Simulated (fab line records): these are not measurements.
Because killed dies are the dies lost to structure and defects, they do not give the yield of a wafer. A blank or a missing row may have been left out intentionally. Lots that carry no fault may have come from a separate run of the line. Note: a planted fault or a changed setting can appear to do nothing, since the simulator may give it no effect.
Split-lot trial | flow n5-finfet | 7 lots, 39 wafers read, on a route of 1938 steps

## ON THE SPLIT
At N5_BEOL_M0_SAQP_CUT_ETCH_46 (etches SOC in N2/H2, target depth 135 nm, overetch 27 nm, time 202.5 s), the setting target-depth-a was moved away from the recipe's 1350 angstrom on 15 of the 39 wafers read, by -56.6% to +57.9%. All remaining wafers had this setting at the recipe value.

The reading is taken at the split's own step.

## THE READING
BEOL_M0_SAQP.cd-nm (the simulator's own value, which no gauge read), in nm, at N5_BEOL_M0_SAQP_CUT_ETCH_46 (etches SOC in N2/H2, target depth 135 nm, overetch 27 nm, time 202.5 s). There is no usual value for it anywhere in the file. The 24 wafers here that ran the recipe average 30.1 nm, standard deviation 0.32 nm.

wafer  | tool, chamber at the split | target-depth-a as run, angstrom | against the recipe | BEOL_M0_SAQP.cd-nm, nm | against lot-mates on the recipe
L076.1 | rie-diel-05, 1             | 1350                            | recipe             | 30.6                   | -
L076.2 | rie-diel-05, 0             | 2029                            | +50.3%             | 33.2                   | +2.9
L076.3 | rie-diel-05, 2             | 1350                            | recipe             | 30.2                   | -
L076.5 | rie-diel-05, 2             | 1350                            | recipe             | 30.2                   | -
L076.4 | rie-diel-05, 3             | 2029                            | +50.3%             | 32.4                   | +2.1
L076.6 | rie-diel-05, 3             | 2029                            | +50.3%             | 32.4                   | +2.1
L077.1 | rie-diel-02, 3             | 1350                            | recipe             | 30.4                   | -
L077.2 | rie-diel-02, 0             | 1350                            | recipe             | 30                     | -
L077.3 | rie-diel-02, 1             | 1350                            | recipe             | 30                     | -
L077.4 | rie-diel-02, 2             | 1350                            | recipe             | 30.2                   | -
L077.5 | rie-diel-02, 2             | 1350                            | recipe             | 30                     | -
L077.6 | rie-diel-02, 1             | 1350                            | recipe             | 30.2                   | -
L078.1 | rie-diel-05, 3             | 1350                            | recipe             | 29.8                   | -
L078.2 | rie-diel-05, 1             | 1350                            | recipe             | 29.6                   | -
L078.3 | rie-diel-05, 2             | 1350                            | recipe             | 29.8                   | -
L078.4 | rie-diel-05, 0             | 585.6                           | -56.6%             | 27.8                   | -1.9
L078.5 | rie-diel-05, 3             | 585.6                           | -56.6%             | 28                     | -1.7
L078.6 | rie-diel-05, 2             | 585.6                           | -56.6%             | 27.6                   | -2.1
L080.1 | rie-diel-05, 0             | 1350                            | recipe             | 30.2                   | -
L080.2 | rie-diel-05, 1             | 1350                            | recipe             | 30.8                   | -
L080.3 | rie-diel-05, 2             | 1350                            | recipe             | 30.4                   | -
L080.4 | rie-diel-05, 3             | 1850                            | +37.0%             | 32                     | +1.5
L080.5 | rie-diel-05, 2             | 1850                            | +37.0%             | 31.2                   | +0.7
L080.6 | rie-diel-05, 3             | 1850                            | +37.0%             | 31.6                   | +1.1
L092.1 | rie-diel-02, 1             | 1350                            | recipe             | 29.8                   | -
L092.2 | rie-diel-02, 0             | 922.1                           | -31.7%             | 28.6                   | -1.1
L092.4 | rie-diel-02, 0             | 922.1                           | -31.7%             | 28.6                   | -1.1
L092.3 | rie-diel-02, 1             | 922.1                           | -31.7%             | 28.6                   | -1.1
L092.5 | rie-diel-02, 1             | 1350                            | recipe             | 30                     | -
L092.6 | rie-diel-02, 0             | 1350                            | recipe             | 29.4                   | -
L095.1 | rie-diel-03, 1             | 1350                            | recipe             | 29.8                   | -
L095.2 | rie-diel-03, 2             | 2132                            | +57.9%             | 33.8                   | +3.7
L095.3 | rie-diel-03, 0             | 1350                            | recipe             | 30.4                   | -
L095.4 | rie-diel-03, 3             | 2132                            | +57.9%             | 32.8                   | +2.7
L095.5 | rie-diel-03, 3             | 2132                            | +57.9%             | 33                     | +2.9
L095.6 | rie-diel-03, 2             | 1350                            | recipe             | 30                     | -
L096.1 | rie-diel-02, 1             | 1350                            | recipe             | 30.2                   | -
L096.2 | rie-diel-02, 3             | 1350                            | recipe             | 29.8                   | -
L096.6 | rie-diel-02, 0             | 1350                            | recipe             | 30.4                   | -

FIT RESULTS
A straight line over all 39 wafers: BEOL_M0_SAQP.cd-nm changes by +0.047 nm for each +1% of target-depth-a; r = +0.97; the points scatter about the line by 0.36 nm.
The same after taking each lot's own level away (the mean of its wafers on the recipe; 39 wafers): +0.042 nm for each +1%; r = +0.96; scatter 0.37 nm.
On that fit, the largest move of target-depth-a shifts the reading by 2.4 nm.
From 29.73 to 30.47 nm: that is the span of the lots' own levels, equal to 2.3 times the standard deviation above.
Thus the slope moves with the lot-to-lot level: the two fits are different.
Check: for one of the wafers moved furthest among these (+57.9%), held out of the fit, the line's prediction against its lot-mates is +2.37 nm. Against them it came out at +3.73 nm.

## THESE WAFERS: OTHER SPLITS
Note: prior to the reading, these wafers also went through further splits. Each is held against what the fit with the lots' levels taken away leaves over:
other split on the same wafers          | wafers away from the commonest value | r with BEOL_M0_SAQP.cd-nm (lot level and that fit taken away)
N5_MOL_CONTACT_COAG_PRECLEAN_111 time-s | 12                                   | -0.03

## THE WHOLE CHAIN: every reading that the file lists as answering this split, in the file's order
step                        | what it does                                                           | reading                                                                               | change (the file's fit)                | r (the file's)
N5_BEOL_M0_SAQP_CUT_ETCH_46 | etches SOC in N2/H2, target depth 135 nm, overetch 27 nm, time 202.5 s | SiARC_of_BEOL_M0_SAQP_COAT_72.thk-nm (the simulator's own value, which no gauge read) | -0.08 nm for each +1% of the setting   | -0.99
N5_BEOL_M0_SAQP_CUT_ETCH_46 | etches SOC in N2/H2, target depth 135 nm, overetch 27 nm, time 202.5 s | BEOL_M0_SAQP.cd-nm (the simulator's own value, which no gauge read)                   | +0.0424 nm for each +1% of the setting | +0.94

## FILE'S OWN FIT
BEOL_M0_SAQP.cd-nm changes by +0.0424 nm for each +1% of target-depth-a, r = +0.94.
